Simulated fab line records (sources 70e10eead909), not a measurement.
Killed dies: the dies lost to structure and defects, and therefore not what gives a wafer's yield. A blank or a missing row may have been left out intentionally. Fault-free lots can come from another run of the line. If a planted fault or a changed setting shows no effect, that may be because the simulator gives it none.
fab line records | flow nand-harc
record lots=6 wafers=18 last-day=31
route steps=1302 shown A_DECK1_JOINT@541 A_ONON_D2@545 END@1302
lots that met no fault: from a run of the same line without faults
start-h: hours from the record's first day to the start of the lot's first wafer shown | wait-h: time in hours since the lot's previous step | " identical to the entry in the row above | L1.1+2: one row covering several wafers at once | - no value, or no start was given | * or withheld: withheld | < > ~ a bound
route shown NAME@n: names a module that has steps shown in the file, with the first one's number in the route | usual: mean and standard deviation over wafers with no fault | same: alike in all rows | chamber/n: place in a boat | sites: the reading at each site | _std_site: standard deviation of those values | _edge_site: mean of outer sites minus mean of inner sites | radius-mm: how far each site lies from the wafer's centre | mask NAME#n: copy n | behind: the tool/chamber that last shaped the wafer | hold: why the lot went on hold/how many hours it stayed there/how the hold came to an end | device: the transistor (n, p or np) that didn't switch | end of line: the same wafers' tests at the end of the route | step lacking rows: just its recipe | killed: count of dies lost to structure and defects at first sort (not the wafer's yield) | map: a wafer's dies, x killed, . not, _ none there
set.NAME: the setting as run; set.NAME@STEP: as run at that earlier step | model.NAME: the simulator's own value behind a step, which no gauge read
lots at some steps of the route; a table a step, a row a wafer
services: from which hour (start-h, from the record's first day; less than 0 if before it) a tool's chamber was out of use, for how many hours, and why
## steps
# step NHARC_A_DECK1_JOINT_SRD_15
# step NHARC_A_DECK1_JOINT_DEP_16
# recipe target-thk-a=450 temp-c=400 pressure-torr=6.5 rf-w=900 teos-flow-sccm=161.4 flow-sccm=2650 target-thk-nm=45 gas=O2 material=SiO2
# usual heater-power-w=590/95 throttle-valve-pct=15.8/0.61
# columns lot.wafer tool chamber start-h wait-h heater-power-w throttle-valve-pct
L400.3 pecvd-02 2 283.94 0.1 673 15.3
L400.5 " 1 " " 499 15.5
L400.6 " 2 " " 689 15.1
L401.2 pecvd-02 0 306.63 0.1 565 15.6
L401.1 " 2 " " 659 15.2
L401.6 " 0 " " 568 15.8
L413.2 pecvd-02 0 426.16 0.1 647 15.3
L413.3 " 1 " " 610 15.0
L413.6 " 0 " " 644 15.2
L415.1 pecvd-02 2 446.34 0.1 671 14.9
L415.2 " 1 " " 642 15.3
L415.6 " 2 " " 701 14.9
L417.2 pecvd-04 2 446.36 0.1 443 16.0
L417.3 " 0 " " 486 15.6
L417.4 " 2 " " 447 16.2
L416.3 pecvd-04 2 446.51 0.2 562 16.1
L416.6 " 2 " " 561 16.0
L416.4 " 1 " " 616 14.7
# step NHARC_A_DECK1_JOINT_THK_MEAS_17
# recipe thk-meas-gauge=ellipsometry
# usual thk-nm=44.9/1.1
# columns lot.wafer tool chamber start-h wait-h thk-nm
L400.3 film-metro-02 - 284.19 0.2 44.6
L400.5 " - " " 44.6
L400.6 " - " " 43.3
L401.1 film-metro-02 - 306.91 0.2 44.9
L401.2 " - " " 43.0
L401.6 " - " " 44.8
L413.2 film-metro-02 - 426.43 0.3 44.9
L413.3 " - " " 47.2
L413.6 " - " " 44.8
L417.2 film-metro-01 - 446.62 0.2 45.2
L417.3 " - " " 45.8
L417.4 " - " " 45.7
L415.1 film-metro-02 - 446.63 0.3 45.0
L415.2 " - " " 45.4
L415.6 " - " " 44.6
L416.3 film-metro-01 - 446.79 0.3 44.2
L416.4 " - " " 43.6
L416.6 " - " " 44.5
# step NHARC_A_DECK1_JOINT_INSPECT_05
# usual raw-defect-count=290/120
# columns lot.wafer tool chamber start-h wait-h raw-defect-count
L400.3 defect-inspect-01 - 284.23 0.0 250
L400.5 " - " " 242
L400.6 " - " " 232
L401.1 defect-inspect-02 - 306.95 0.0 239
L401.2 " - " " 234
L401.6 " - " " 286
L413.2 defect-inspect-01 - 426.47 0.0 234
L413.3 " - " " 229
L413.6 " - " " 304
L417.2 defect-inspect-01 - 446.65 0.0 332
L417.3 " - " " 266
L417.4 " - " " 509
L415.1 defect-inspect-02 - 446.66 0.0 369
L415.2 " - " " 261
L415.6 " - " " 315
L416.3 defect-inspect-01 - 446.82 0.0 315
L416.4 " - " " 403
L416.6 " - " " 523
# step NHARC_A_ONON_D2_DEP_00
# recipe target-thk-a=10000 n2-flow-sccm=2750 n2o-flow-sccm=2000 nh3-flow-sccm=500 sih4-flow-sccm=210 temp-c=400
# step NHARC_A_ONON_D2_THK_MEAS_02
# recipe thk-meas-gauge=ellipsometry
# usual thk-nm=1004/7.1
# columns lot.wafer tool chamber start-h wait-h thk-nm
L400.3 film-metro-01 - 284.80 - 1014
L400.5 " - " " 1012
L400.6 " - " " 1012
L401.1 film-metro-02 - 307.53 - 996
L401.2 " - " " 997
L401.6 " - " " 997
L413.2 film-metro-01 - 427.04 - 1008
L413.3 " - " " 1008
L413.6 " - " " 1011
L417.2 film-metro-01 - 447.23 - 998
L417.3 " - " " 997
L417.4 " - " " 998
L415.1 film-metro-02 - 447.24 - 1002
L415.2 " - " " 1001
L415.6 " - " " 1002
L416.3 film-metro-02 - 447.40 - 1010
L416.4 " - " " 1011
L416.6 " - " " 1011
# step NHARC_A_ONON_D2_DEP_03
# recipe target-thk-a=10000 n2-flow-sccm=2750 n2o-flow-sccm=2000 nh3-flow-sccm=500 sih4-flow-sccm=210 temp-c=400
# step NHARC_A_ONON_D2_THK_MEAS_05
# recipe thk-meas-gauge=ellipsometry
# usual thk-nm=999/12
# columns lot.wafer tool chamber start-h wait-h thk-nm
L400.3 film-metro-01 - 285.37 - 1011
L400.5 " - " " 1013
L400.6 " - " " 1011
L401.1 film-metro-02 - 308.09 - 995
L401.2 " - " " 995
L401.6 " - " " 994
L413.2 film-metro-01 - 427.61 - 1007
L413.3 " - " " 1008
L413.6 " - " " 1009
L417.2 film-metro-01 - 447.79 - 1015
L417.3 " - " " 1013
L417.4 " - " " 1013
L415.1 film-metro-02 - 447.81 - 986
L415.2 " - " " 984
L415.6 " - " " 986
L416.3 film-metro-01 - 447.97 - 988
L416.4 " - " " 987
L416.6 " - " " 986
# step NHARC_A_ONON_D2_DEP_06
# recipe target-thk-a=10000 n2-flow-sccm=2750 n2o-flow-sccm=2000 nh3-flow-sccm=500 sih4-flow-sccm=210 temp-c=400
# step NHARC_A_ONON_D2_THK_MEAS_08
# recipe thk-meas-gauge=ellipsometry
# usual thk-nm=999/7.9
# columns lot.wafer tool chamber start-h wait-h thk-nm
L400.3 film-metro-02 - 285.93 - 1009
L400.5 " - " " 1009
L400.6 " - " " 1007
L401.1 film-metro-02 - 308.65 - 1005
L401.2 " - " " 1005
L401.6 " - " " 1006
L413.2 film-metro-01 - 428.17 - 1012
L413.3 " - " " 1012
L413.6 " - " " 1012
L417.2 film-metro-01 - 448.35 - 1004
L417.3 " - " " 1006
L417.4 " - " " 1006
L415.1 film-metro-01 - 448.38 - 999
L415.2 " - " " 1000
L415.6 " - " " 999
L416.3 film-metro-02 - 448.53 - 990
L416.4 " - " " 989
L416.6 " - " " 989
# step NHARC_A_ONON_D2_DEP_09
# recipe target-thk-a=10000 n2-flow-sccm=2750 n2o-flow-sccm=2000 nh3-flow-sccm=500 sih4-flow-sccm=210 temp-c=400
# step NHARC_A_ONON_D2_THK_MEAS_11
# recipe thk-meas-gauge=ellipsometry
# usual thk-nm=1000/9.9
# columns lot.wafer tool chamber start-h wait-h thk-nm
L400.3 film-metro-01 - 286.50 - 1007
L400.5 " - " " 1007
L400.6 " - " " 1009
L401.1 film-metro-01 - 309.22 - 1016
L401.2 " - " " 1014
L401.6 " - " " 1016
L413.2 film-metro-01 - 428.74 - 1013
L413.3 " - " " 1013
L413.6 " - " " 1012
L417.2 film-metro-01 - 448.92 - 992
L417.3 " - " " 992
L417.4 " - " " 992
L415.1 film-metro-02 - 448.95 - 999
L415.2 " - " " 1000
L415.6 " - " " 999
L416.3 film-metro-01 - 449.28 - 1004
L416.4 " - " " 1005
L416.6 " - " " 1006
# step NHARC_A_ONON_D2_DEP_12
# recipe target-thk-a=10000 n2-flow-sccm=2750 n2o-flow-sccm=2000 nh3-flow-sccm=500 sih4-flow-sccm=210 temp-c=400
# columns lot.wafer tool chamber start-h wait-h
L400.3+5+6 pecvd-onon-03 0 286.68 0.2
L401.1+2+6 pecvd-onon-01 0 309.28 0.1
L413.2+3+6 pecvd-onon-01 0 428.86 0.1
L415.1+2+6 pecvd-onon-01 0 449.00 0.1
L417.2+3+4 pecvd-onon-04 0 449.04 0.1
L416.3+4+6 pecvd-onon-04 0 449.45 0.2
# step NHARC_A_ONON_D2_THK_MEAS_14
# recipe thk-meas-gauge=ellipsometry
# usual thk-nm=1001/12
# columns lot.wafer tool chamber start-h wait-h thk-nm
L400.3 film-metro-02 - 287.07 - 994
L400.5 " - " " 994
L400.6 " - " " 994
L401.1 film-metro-02 - 309.79 - 1002
L401.2 " - " " 1003
L401.6 " - " " 1003
L413.2 film-metro-01 - 429.31 - 523
L413.3 " - " " 1001
L413.6 " - " " 523
L417.2 film-metro-01 - 449.49 - 1016
L417.3 " - " " 1017
L417.4 " - " " 1017
L415.1 film-metro-02 - 449.51 - 1007
L415.2 " - " " 530
L415.6 " - " " 530
L416.3 film-metro-01 - 449.84 - 999
L416.4 " - " " 999
L416.6 " - " " 999
# step NHARC_A_ONON_D2_ANNEAL_15
# recipe temp-c=750 time-s=3600
# step NHARC_END_SORT_01
# recipe temp-c=25
# usual killed-at-array=55/19 killed-at-other=0.8/1.1 killed-at-periphery=4.0/2.6 killed-dies=60/20 killed-open=3.4/1.7 killed-short=2.6/1.5
# same gross-dies=677
# columns lot.wafer tool chamber start-h wait-h killed-at-array killed-at-other killed-at-periphery killed-dies killed-open killed-short
L413.2 prober-01 0 710.91 2.8 672 0 5 677 3 2
L413.6 prober-01 0 714.12 4.0 670 0 7 677 4 2
L415.2 prober-02 0 740.40 2.8 670 0 7 677 3 2
L415.6 prober-02 0 743.58 4.0 670 1 6 677 2 0
# killed by level:class
L413.2 A_ONON_D2:area-dep=619 A_SLIT:chamber-film-flake=32 A_CHANNEL_HOLE_D1:chamber-film-flake=9 A_STAIRCASE:chamber-film-flake=3 P_ZERO_WELL:chamber-film-flake=2 P_GATE:chamber-film-flake=2 A_DECK1_JOINT:chamber-film-flake=2 A_CHANNEL_FILL_D2:chamber-film-flake=2
L413.6 A_ONON_D2:area-dep=628 A_SLIT:chamber-film-flake=30 P_BONDPAD:chamber-film-flake=4 A_CHANNEL_HOLE_D1:chamber-film-flake=4 P_ZERO_WELL:chamber-film-flake=3 A_ONON_D1:geometric-particle:short=2 A_STAIRCASE:chamber-film-flake=2 A_ONON_D2:geometric-particle:open=1
L415.2 A_ONON_D2:area-dep=576 A_CHANNEL_HOLE_D1:chamber-film-flake=38 A_SLIT:chamber-film-flake=20 A_CHANNEL_HOLE_D2:chamber-film-flake=16 A_CONTACT:chamber-film-flake=7 A_STAIRCASE:chamber-film-flake=3 A_WL_FILL:chamber-film-flake=3 P_GATE:chamber-film-flake=2
L415.6 A_ONON_D2:area-dep=585 A_CHANNEL_HOLE_D1:chamber-film-flake=32 A_SLIT:chamber-film-flake=24 A_CHANNEL_HOLE_D2:chamber-film-flake=12 A_CONTACT:chamber-film-flake=10 A_STAIRCASE:chamber-film-flake=4 P_GATE:chamber-film-flake=3 A_WL_FILL:chamber-film-flake=3
# map L413.2 (x killed, . not)
____________x____________
_________xxxxxxx_________
_______xxxxxxxxxxx_______
______xxxxxxxxxxxxx______
_____xxxxxxxxxxxxxxx_____
____xxxxxxxxxxxxxxxxx____
____xxxxxxxxxxxxxxxxx____
___xxxxxxxxxxxxxxxxxxx___
___xxxxxxxxxxxxxxxxxxx___
__xxxxxxxxxxxxxxxxxxxxx__
__xxxxxxxxxxxxxxxxxxxxx__
_xxxxxxxxxxxxxxxxxxxxxxx_
_xxxxxxxxxxxxxxxxxxxxxxx_
_xxxxxxxxxxxxxxxxxxxxxxx_
_xxxxxxxxxxxxxxxxxxxxxxx_
_xxxxxxxxxxxxxxxxxxxxxxx_
xxxxxxxxxxxxxxxxxxxxxxxxx
xxxxxxxxxxxxxxxxxxxxxxxxx
xxxxxxxxxxxxxxxxxxxxxxxxx
xxxxxxxxxxxxxxxxxxxxxxxxx
xxxxxxxxxxxxxxxxxxxxxxxxx
_xxxxxxxxxxxxxxxxxxxxxxx_
_xxxxxxxxxxxxxxxxxxxxxxx_
_xxxxxxxxxxxxxxxxxxxxxxx_
_xxxxxxxxxxxxxxxxxxxxxxx_
_xxxxxxxxxxxxxxxxxxxxxxx_
__xxxxxxxxxxxxxxxxxxxxx__
__xxxxxxxxxxxxxxxxxxxxx__
___xxxxxxxxxxxxxxxxxxx___
___xxxxxxxxxxxxxxxxxxx___
____xxxxxxxxxxxxxxxxx____
____xxxxxxxxxxxxxxxxx____
_____xxxxxxxxxxxxxxx_____
______xxxxxxxxxxxxx______
_______xxxxxxxxxxx_______
_________xxxxxxx_________
____________x____________
# map L415.2 (x killed, . not)
____________x____________
_________xxxxxxx_________
_______xxxxxxxxxxx_______
______xxxxxxxxxxxxx______
_____xxxxxxxxxxxxxxx_____
____xxxxxxxxxxxxxxxxx____
____xxxxxxxxxxxxxxxxx____
___xxxxxxxxxxxxxxxxxxx___
___xxxxxxxxxxxxxxxxxxx___
__xxxxxxxxxxxxxxxxxxxxx__
__xxxxxxxxxxxxxxxxxxxxx__
_xxxxxxxxxxxxxxxxxxxxxxx_
_xxxxxxxxxxxxxxxxxxxxxxx_
_xxxxxxxxxxxxxxxxxxxxxxx_
_xxxxxxxxxxxxxxxxxxxxxxx_
_xxxxxxxxxxxxxxxxxxxxxxx_
xxxxxxxxxxxxxxxxxxxxxxxxx
xxxxxxxxxxxxxxxxxxxxxxxxx
xxxxxxxxxxxxxxxxxxxxxxxxx
xxxxxxxxxxxxxxxxxxxxxxxxx
xxxxxxxxxxxxxxxxxxxxxxxxx
_xxxxxxxxxxxxxxxxxxxxxxx_
_xxxxxxxxxxxxxxxxxxxxxxx_
_xxxxxxxxxxxxxxxxxxxxxxx_
_xxxxxxxxxxxxxxxxxxxxxxx_
_xxxxxxxxxxxxxxxxxxxxxxx_
__xxxxxxxxxxxxxxxxxxxxx__
__xxxxxxxxxxxxxxxxxxxxx__
___xxxxxxxxxxxxxxxxxxx___
___xxxxxxxxxxxxxxxxxxx___
____xxxxxxxxxxxxxxxxx____
____xxxxxxxxxxxxxxxxx____
_____xxxxxxxxxxxxxxx_____
______xxxxxxxxxxxxx______
_______xxxxxxxxxxx_______
_________xxxxxxx_________
____________x____________
## services
# columns tool chamber start-h hours kind
pecvd-04 - 269.12 13.0 pm
pecvd-04 0 269.12 13.0 vent-cycle
pecvd-04 1 269.12 13.0 vent-cycle
pecvd-04 2 269.12 13.0 vent-cycle
pecvd-onon-01 - 269.13 13.0 pm
pecvd-04 0 282.12 - clean
pecvd-04 1 282.12 - clean
pecvd-04 2 282.12 - clean
pecvd-02 1 292.36 3.5 repair
pecvd-onon-04 - 311.00 13.0 pm
pecvd-04 - 313.03 0.6 repair
pecvd-04 - 319.65 0.9 repair
pecvd-04 1 322.90 18.7 repair
pecvd-onon-03 - 361.56 11.3 repair
pecvd-02 - 363.02 1.0 repair
pecvd-02 - 397.18 0.7 repair
pecvd-onon-03 - 408.34 13.0 pm
pecvd-02 - 409.62 13.0 pm
pecvd-02 0 409.62 13.0 vent-cycle
pecvd-02 1 409.62 13.0 vent-cycle
pecvd-02 2 409.62 13.0 vent-cycle
pecvd-02 0 422.62 - clean
pecvd-02 1 422.62 - clean
pecvd-02 2 422.62 - clean
## key
first-sign step=NHARC_A_ONON_D2_THK_MEAS_14 reading=thk-nm direction=down sigmas=39 usual=1001 struck=526
effect step=NHARC_END_SORT_01 reading=killed-at-array direction=up sigmas=32 usual=55 struck=670
more-kills-born-at NHARC_A_ONON_D2_DEP_12@pecvd-onon-01=2408
met-at NHARC_A_ONON_D2_DEP_12
struck-wafers L413.2,L413.6,L415.2,L415.6
later-rows-left-out L413.2,L413.6,L415.2,L415.6
tester-left-out L413,L415
onset-between 309.28 428.86
fault kind=process-parameter-drift tool=pecvd-onon-01 chamber=- onset-h=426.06 steps=NHARC_A_ONON_D2_DEP_12 channel=target-thk-a offset=* shape=step end-h=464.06 scope=struck-wafers-only acts-in=* stated=*
# tester-left-out: of these lots the tester's yield and bins aren't shown, on N5 and GAA mostly nor the transistor test; their killed dies are dies lost to structure and defects alone, not to doping, threshold or leakage, so they don't give the yield
# later-rows-left-out: the simulator's readings of these wafers behind a module that went badly wrong aren't trusted and aren't shown, but for the sort
